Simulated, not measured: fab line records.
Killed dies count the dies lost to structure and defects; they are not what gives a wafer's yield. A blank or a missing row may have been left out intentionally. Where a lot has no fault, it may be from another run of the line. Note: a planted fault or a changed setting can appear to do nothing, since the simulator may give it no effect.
Struck lot and sound lot, side by side :: flow n5-finfet :: 35 out of 1938 route steps
Sound: wafers L502.2, L502.4, L502.6. Wafers struck: L519.1, L519.3, L519.4. Last of all comes the cause.
Per side, at each step with rows, come the tool, then ch with its chambers, and then its first start. Under that, the readings that differ: sound wafers :: struck wafers :: difference of the means :: sigmas: that difference in standard deviations of wafers without a fault.
alike: same words and numbers on both sides, and readings whose means sit less than 2 such deviations apart. not compared: any withheld reading, any reading some wafer has no value for, any bound like >300 that may hide the same value, and any number with overlapping values for which the record gives no deviation.
Wherever a step has rows on one side only, a row that says differs or no value, or a row with sigmas, the two part there. Numbers that have no deviation but don't overlap get no sigmas and don't part them. A reading that every wafer of one side lacks parts them only if that side has two wafers or more.

first, 9 steps without rows for these wafers: N5_BEOL_M10_COAT_64 (time 60 s, resist thk 30 nm); N5_BEOL_M10_COAT_22 (resist thk 90 nm); N5_BEOL_M10_EBR_24; N5_BEOL_M10_SOFTBAKE_23 (time 60 s); N5_BEOL_M10_EXPOSE_25 (exposes mask V9); N5_BEOL_M10_PEB_26 (peb time 60 s); N5_BEOL_M10_DEVELOP_27 (develop time 30 s); N5_BEOL_M10_DESCUM_33 (chemistry O2, time 7.9 s); N5_BEOL_M10_ETCH_65 (etches SiARC in CF4, target depth 39 nm, time 65 s).
N5_BEOL_M10_ETCH_66: etches SOC in N2/H2, target depth 120 nm, overetch 24 nm, time 180 s.
  sound on rie-diel-06 ch 0,2,3, day 11 03:20; struck on rie-diel-06 ch 0,2, day 14 05:06
  alike: chamber-pressure-mTorr, drypump-motor-current-A, oes-product-au, rf-vpp-V, showerhead-plenum-p-Torr, throttle-valve-pct
  not compared: rf-hours-counter-h
then, 24 steps without rows for these wafers: N5_BEOL_M10_STRIP_69 (strips in N2/H2); N5_BEOL_M10_VIA_ETCH_34 (etches SiCOH lowk in C4F6/O2, target depth 184.5 nm, time 69.2 s); N5_BEOL_M10_STRIP_73 (strips in C4F6/O2); N5_BEOL_M10_STRIP_36 (strips in N2/H2); N5_BEOL_M10_TRENCH_ETCH_37 (etches SiCOH lowk in C4F6/O2, target depth 148.83 nm, time 48 s); N5_BEOL_M10_ETCH_41 (etches SiCN in CH3F/O2, target depth 42.6 nm, time 86 s); N5_BEOL_M10_STRIP_77 (strips in N2/H2, time 10 s); N5_BEOL_M10_HM_STRIP_39 (strips TiN in peroxide tin strip, target depth 25 nm, time 158 s); N5_BEOL_M10_SRD_40 (time 30 s); N5_BEOL_M10_PRECLEAN_42 (cleans in residue remover, time 60 s); N5_BEOL_M10_SRD_43 (time 30 s); N5_BEOL_M10_CURE_72 (cures SiCOH lowk, time 120 s); N5_BEOL_M10_DEGAS_44 (time 60 s); N5_BEOL_M10_PRE_CLEAN_45 (time 30 s); N5_BEOL_M10_ALD_74 (deposits TaN, target thk 2 nm, pulse time 2 s, purge time 3 s); N5_BEOL_M10_SURFACE_TREAT_76; N5_BEOL_M10_CVD_75 (deposits Co from CCTBA/H2, target thk 2 nm, time 138.9 s); N5_BEOL_M10_SPUTTER_48 (material Cu, target thk 12 nm, time 2 s); N5_BEOL_M10_ECD_50 (material Cu, target thk 318 nm); N5_BEOL_M10_ANNEAL_51 (time 90 s); N5_BEOL_M10_CMP_52 (polishes, stops on SiCOH lowk, t overpolish 7 s, target thk 140 nm); N5_BEOL_M10_PRE_CLEAN_55 (time 15 s); N5_BEOL_M10_DEP_56 (deposits SiCN from 3MS/NH3, target thk 15 nm, time 26.5 s); N5_BEOL_M11_ILD_DEP_00 (deposits SiCOH lowk from DEMS/porogen, target thk 308.51 nm, time 58 s).
N5_PASSIVATION_PROBE_49:
  the record has rows for the struck wafers here (prober-02, day 16 04:44) and none for the sound ones

## WHERE THEY PART
Only at N5_PASSIVATION_PROBE_49, within this record.

WHY: what the simulator had put in
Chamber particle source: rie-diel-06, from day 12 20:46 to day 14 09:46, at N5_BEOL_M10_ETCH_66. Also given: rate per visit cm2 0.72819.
